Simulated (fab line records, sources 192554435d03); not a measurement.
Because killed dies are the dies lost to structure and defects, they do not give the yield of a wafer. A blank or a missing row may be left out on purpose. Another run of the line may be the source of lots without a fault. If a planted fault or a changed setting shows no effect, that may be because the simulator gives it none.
Struck lot and sound lot, side by side	flow n5-finfet	15 out of 1938 route steps
Sound: the wafers L170.2, L170.5, L170.6. Wafers struck: L167.1, L167.5, L167.6. The cause is named last.
At each step with rows: each side's tool, then ch and its chambers, then its first start. Under that, the readings that differ: sound wafers	struck wafers	difference of the means	sigmas: that difference in standard deviations of wafers without a fault.
alike: readings whose means differ by less than 2 such deviations, and words and numbers that are the same on both sides. not compared: withheld readings, readings that some wafer has no value for, bounds like >300 that may hide the same value, and numbers for which the record gives no deviation and whose values overlap.
Wherever a step has rows on one side only, a row that says differs or no value, or a row with sigmas, the two part there. Numbers that have no deviation but don't overlap get no sigmas and don't part them. A reading that every wafer of one side lacks parts them only if that side has two wafers or more.

first, 11 steps without rows for these wafers: N5_FIN_SAQP_HM_OPEN_73 (chemistry CHF3/O2, target SiO2, stops on a-Si, target depth 12 nm, time 16.8 s); N5_FIN_SAQP_STRIP_74 (strips in CHF3/O2); N5_FIN_SAQP_MANDREL_ETCH_22 (etches a-Si in HBr/Cl2, stops on SiNx, target depth 60 nm, bt time 10 s, time 30 s); N5_FIN_SAQP_STRIP_55 (strips in N2/H2); N5_FIN_SAQP_STRIP_23 (strips in SPM, time 750 s); N5_FIN_SAQP_SRD_66 (time 30 s); N5_FIN_SAQP_RECESS_75 (chemistry HF/NH3, target SiO2, target depth 14.4 nm, afs cycles 3, sublimation time 60 s); N5_FIN_SAQP_SPACER1_ALD_24 (deposits SiO2, target thk 20.3 nm, pulse time 1 s, purge time 2 s); N5_FIN_SAQP_SPACER1_ETCHBACK_25 (etches SiO2 in CHF3/O2, target depth 24.4 nm, time 12.2 s); N5_FIN_SAQP_MANDREL1_REMOVE_56 (chemistry HBr/Cl2/O2, target a-Si, stops on SiNx, bt time 10 s); N5_FIN_SAQP_ETCH_57 (etches SiNx in CH3F/O2, target depth 32.5 nm, time 46.4 s).
N5_FIN_SAQP_ETCH_65: etches SiO2 in CF4, target depth 4 nm, time 4.4 s.
  sound on rie-si-03 ch 0,1,2, day 7 06:42; struck on rie-si-04 ch 0,3, day 6 12:49
  no value came back on the struck wafers for any of 5 readings (bias-w (W), cf4-flow-sccm (sccm) and others); on the sound wafers bias-w (W) reads 398.1 400.4 401.2
  not compared: rf-hours-counter-h
then, 1 step without rows for these wafers: N5_FIN_SAQP_MANDREL_ETCH_58 (etches a-Si in HBr/Cl2, stops on SiNx, target depth 45 nm, bt time 10 s, time 27 s).
N5_BEOL_M4_RC_MEAS_101:
  the record has rows for the sound wafers here (prober-01 ch 0, day 13 12:10) and none for the struck ones
-- record jumps: 10 days separate the struck wafers' starts on either side; left off in module BEOL_M4, taken up again in module PASSIVATION, whose first shown step is the route's number 1936 --
N5_PASSIVATION_PROBE_49:
  sound: prober-01 at day 17 23:06; struck: prober-02 at day 16 10:31
reading	sound	struck	difference	sigmas
defect-limited-yield (%)	90.9 92.0 92.0	0 0 0	-92	-57
killed-at-front-end	51 43 48	1135 1124 1121	+1079	+98
killed-dies	107 94 94	1180 1180 1180	+1082	+57
killed-on-rim	16 15 14	152 152 152	+137	+35
sort_bin_5_function (%)	5.5 4.0 5.1	97.5 97.7 96.2	+92.3	+84
sort-n-pass	1073 1086 1086	0 0 0	-1082	-57
sort-yield-pct (%)	90.9 92.0 92.0	0 0 0	-92	-57
  alike: killed_at_M0_to_M3, killed_at_M4_up, killed-at-contacts, killed-at-other, killed-open, killed-short, sort_bin_6_memory

== WHERE THEY PART ==
First at N5_FIN_SAQP_ETCH_65; last, within this record, at N5_PASSIVATION_PROBE_49.

WHY: what had been put in by the simulator
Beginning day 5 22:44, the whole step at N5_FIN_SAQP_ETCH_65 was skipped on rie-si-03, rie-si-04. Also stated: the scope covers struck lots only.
